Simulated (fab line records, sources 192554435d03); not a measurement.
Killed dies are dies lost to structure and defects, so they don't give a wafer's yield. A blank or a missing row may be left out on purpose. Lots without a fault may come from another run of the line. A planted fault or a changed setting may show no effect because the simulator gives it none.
Split-lot experiment | flow n5_finfet | 7 lots, 39 wafers read, on a route of 1938 steps

THE SPLIT
At N5_DUMMY_GATE_ETCH_32 (etches SiO2 in CF4, target depth 3.5 nm, time 3.9 s), the setting time_s was moved away from the recipe's 3.9 s on 18 of the 39 wafers read, by -17.1% to +22.3%. The other wafers ran this setting at the recipe's value.

The reading is taken at the split's own step.

THE READING
etch.depth_nm (the simulator's own value, which no gauge read), in nm, at N5_DUMMY_GATE_ETCH_32 (etches SiO2 in CF4, target depth 3.5 nm, time 3.9 s). The file gives no usual value for it. The 21 wafers here that ran the recipe average 3.508 nm, standard deviation 0.098 nm.

wafer  | tool, chamber at the split | time_s as run, s | against the recipe | etch.depth_nm, nm | against lot-mates on the recipe
L074.1 | rie_si-01, 2               | 3.9              | recipe             | 3.444             | -
L074.2 | rie_si-01, 0               | 4.484            | +15.0%             | 3.984             | +0.412
L074.3 | rie_si-01, 3               | 3.9              | recipe             | 3.66              | -
L074.4 | rie_si-01, 1               | 4.484            | +15.0%             | 4.242             | +0.670
L074.5 | rie_si-01, 3               | 3.9              | recipe             | 3.612             | -
L074.6 | rie_si-01, 2               | 4.484            | +15.0%             | 3.997             | +0.425
L075.1 | rie_si-04, 0               | 3.9              | recipe             | 3.474             | -
L075.2 | rie_si-04, 1               | 4.381            | +12.3%             | 3.784             | +0.386
L075.3 | rie_si-04, 2               | 4.381            | +12.3%             | 4.075             | +0.677
L075.4 | rie_si-04, 3               | 3.9              | recipe             | 3.344             | -
L075.5 | rie_si-04, 2               | 4.381            | +12.3%             | 4.044             | +0.646
L075.6 | rie_si-04, 1               | 3.9              | recipe             | 3.376             | -
L081.1 | rie_si-02, 2               | 3.233            | -17.1%             | 2.914             | -0.628
L081.2 | rie_si-02, 3               | 3.233            | -17.1%             | 2.995             | -0.547
L081.3 | rie_si-02, 1               | 3.9              | recipe             | 3.51              | -
L081.4 | rie_si-02, 0               | 3.233            | -17.1%             | 2.9               | -0.642
L081.5 | rie_si-02, 0               | 3.9              | recipe             | 3.505             | -
L081.6 | rie_si-02, 3               | 3.9              | recipe             | 3.611             | -
L083.1 | rie_si-04, 0               | 3.9              | recipe             | 3.454             | -
L083.2 | rie_si-04, 3               | 3.594            | -7.8%              | 3.104             | -0.405
L083.3 | rie_si-04, 1               | 3.594            | -7.8%              | 3.148             | -0.361
L083.4 | rie_si-04, 2               | 3.9              | recipe             | 3.618             | -
L083.5 | rie_si-04, 1               | 3.594            | -7.8%              | 3.161             | -0.348
L083.6 | rie_si-04, 0               | 3.9              | recipe             | 3.456             | -
L085.1 | rie_si-04, 0               | 4.769            | +22.3%             | 4.186             | +0.692
L085.2 | rie_si-04, 3               | 4.769            | +22.3%             | 4.074             | +0.580
L085.3 | rie_si-04, 1               | 4.769            | +22.3%             | 4.118             | +0.624
L085.4 | rie_si-04, 2               | 3.9              | recipe             | 3.565             | -
L085.5 | rie_si-04, 3               | 3.9              | recipe             | 3.343             | -
L085.6 | rie_si-04, 2               | 3.9              | recipe             | 3.574             | -
L093.1 | rie_si-04, 2               | 3.9              | recipe             | 3.608             | -
L093.2 | rie_si-04, 0               | 4.435            | +13.7%             | 3.967             | +0.497
L093.3 | rie_si-04, 1               | 3.9              | recipe             | 3.412             | -
L093.4 | rie_si-04, 3               | 4.435            | +13.7%             | 3.781             | +0.311
L093.5 | rie_si-04, 1               | 3.9              | recipe             | 3.391             | -
L093.6 | rie_si-04, 0               | 4.435            | +13.7%             | 3.913             | +0.443
L096.1 | rie_si-02, 3               | 3.9              | recipe             | 3.652             | -
L096.2 | rie_si-02, 1               | 3.9              | recipe             | 3.531             | -
L096.5 | rie_si-02, 1               | 3.9              | recipe             | 3.523             | -

THE FIT
A straight line over all 39 wafers: etch.depth_nm changes by +0.0327 nm for each +1% of time_s; r = +0.95; the points scatter about the line by 0.11 nm.
The same after taking each lot's own level away (the mean of its wafers on the recipe; 39 wafers): +0.034 nm for each +1%; r = +0.96; scatter 0.11 nm.
On that fit, the largest move of time_s shifts the reading by 0.76 nm.
The lots' own levels span 3.3980 to 3.5720 nm, that is 1.8 times the standard deviation above.
So the lot-to-lot level changes the slope little: the two slopes agree.
Check: with one of the wafers moved furthest among these (+22.3%) left out of the fit, the line predicts +0.752 nm for it against its lot-mates. It came out at +0.692 nm against them.

OTHER SPLITS ON THESE WAFERS
These wafers also went through other splits before the reading. Each is held against what the fit with the lots' levels taken away leaves over:
other split on the same wafers | wafers away from the commonest value | r with etch.depth_nm (lot level and that fit taken away)
N5_DUMMY_GATE_ETCH_37 source_w | 18                                   | +0.17

THE FILE'S OWN FIT
etch.depth_nm changes by +0.0337 nm for each +1% of time_s, r = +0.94.
